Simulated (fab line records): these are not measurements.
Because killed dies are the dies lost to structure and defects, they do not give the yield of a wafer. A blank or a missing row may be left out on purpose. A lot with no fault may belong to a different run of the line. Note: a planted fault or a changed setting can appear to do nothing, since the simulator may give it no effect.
The same fault as seen by 3 desks -- flow n5_finfet -- every desk sees just its own numbers, and what lay behind them comes last

== AT THE METROLOGY DESK ==
Means of the sampled wafers that have a number, per lot and without regard to the tool the lot ran on: this is what the gauges read. Any lot whose mean is over 4 standard deviations away from the usual mean is out of limits and marked OUT; that distance is given in the brackets. Only the readings that lie furthest out on some lot appear, 7 of the 12 it has.
Columns: A = cd_nm at N5_BEOL_M3_CD_MEAS_28, usual 25.74 nm; B = V2_OVL at N5_BEOL_M3_OVL_MEAS_29, usual 0.2 nm; C = IOFF_P at N5_BEOL_M4_RC_MEAS_101, usual 0.21 nA/um; D = ION_P at N5_BEOL_M4_RC_MEAS_101, usual 465 uA/um; E = SS_N at N5_BEOL_M4_RC_MEAS_101, usual 71.5 mV/dec; F = VT_N at N5_BEOL_M4_RC_MEAS_101, usual 249.8 mV; G = VT_P at N5_BEOL_M4_RC_MEAS_101, usual -250 mV
lot,first seen here,A,B,C,D,E,F,G
L585,day 8 06:12,26.22,0.0,0.21,471,71.6,251.2,-249
L588,day 8 08:35,25.56,0.2,0.21,462,71.6,249.9,-252
L587,day 8 09:04,25.86,0.8,0.16,449,70.7,252.8,-257
L590,day 8 17:39,25.55,-1.5,0.21,472,70.5,249.4,-250
L592,day 9 07:13,25.81,0.9,0.20,466,71.7,253.5,-252
L603,day 12 18:43,25.52,0.9,0.20,459,72.1,250.2,-255
Finding of this desk: none of the 6 lots has anything out of limits.

== TOOL OWNER'S DESK, rie_diel-02 ==
The tool's own readings at N5_BEOL_M3_ETCH_70 (etches SOC in N2/H2, target depth 80 nm, overetch 16 nm, time 120 s): means of the sampled wafers that have a number, for each lot that ran on this tool. Any lot whose mean is over 4 standard deviations away from the usual mean is out of limits and marked OUT; that distance is given in the brackets. Readings shown: 7 out of 8 (the first out of limits, and those lying furthest out on some lot).
Columns: A = bias_w at N5_BEOL_M3_ETCH_70, usual 150.0 W; B = drypump_motor_current_A at N5_BEOL_M3_ETCH_70, usual 6.1 A; C = oes_product_au at N5_BEOL_M3_ETCH_70, usual 0.59 a.u.; D = rf_fwd_power_W at N5_BEOL_M3_ETCH_70, usual 835.7 W; E = rf_vpp_V at N5_BEOL_M3_ETCH_70, usual 523 V; F = showerhead_plenum_p_Torr at N5_BEOL_M3_ETCH_70, usual 2.51 Torr; G = throttle_valve_pct at N5_BEOL_M3_ETCH_70, usual 17.9 %
lot,first seen here,A,B,C,D,E,F,G
L585,day 8 16:14,150.1,6.6,0.62,836.0,522,2.49,17.8
L587,day 8 17:13,150.3,6.3,0.64,637.7 (-71) OUT,574 (+15) OUT,2.56,17.6
L592,day 9 15:39,149.7,5.9,0.62,636.4 (-71) OUT,577 (+16) OUT,2.66,17.6
L603,day 13 18:41,150.4,6.6,0.60,835.1,522,2.48,17.9
This desk finds L587, L592 out of limits, L587 being first, at day 8 17:13 (rf_fwd_power_W at N5_BEOL_M3_ETCH_70). L585, L603: within limits.

== THE DEFECT DESK ==
Inspection counts along the route, by lot: the mean over sampled wafers that carry a number. Any lot whose mean is over 4 standard deviations away from the usual mean is out of limits and marked OUT; that distance is given in the brackets.
Columns: A = raw_defect_count at N5_BEOL_M3_INSPECT_30, usual 413
lot,first seen here,A
L585,day 8 06:17,324
L588,day 8 08:40,392
L587,day 8 09:09,524
L590,day 8 17:44,448
L592,day 9 07:19,390
L603,day 12 18:48,448
Finding of this desk: none of the 6 lots has anything out of limits.

== TAKEN TOGETHER ==
The tool owner's desk could have raised an alarm at day 8 17:13, on L587, L592.
The metrology desk saw nothing out of limits.
Nothing out of limits was seen by the defect desk.
The metrology desk holds a record of L587, L592, inside its limits.
The defect desk has L587, L592 on record, within its limits.
Of the lots named, all ran N5_BEOL_M3_ETCH_70 on rie_diel-02.

== WHAT WAS PUT IN BY THE SIMULATOR ==
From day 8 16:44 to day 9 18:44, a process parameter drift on rie_diel-02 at N5_BEOL_M3_ETCH_70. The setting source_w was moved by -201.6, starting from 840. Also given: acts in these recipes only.
Struck lots among those shown: L587, L592.
Time in hours from fault onset to the first out-of-limits reading at each desk: the tool owner's desk, 0.
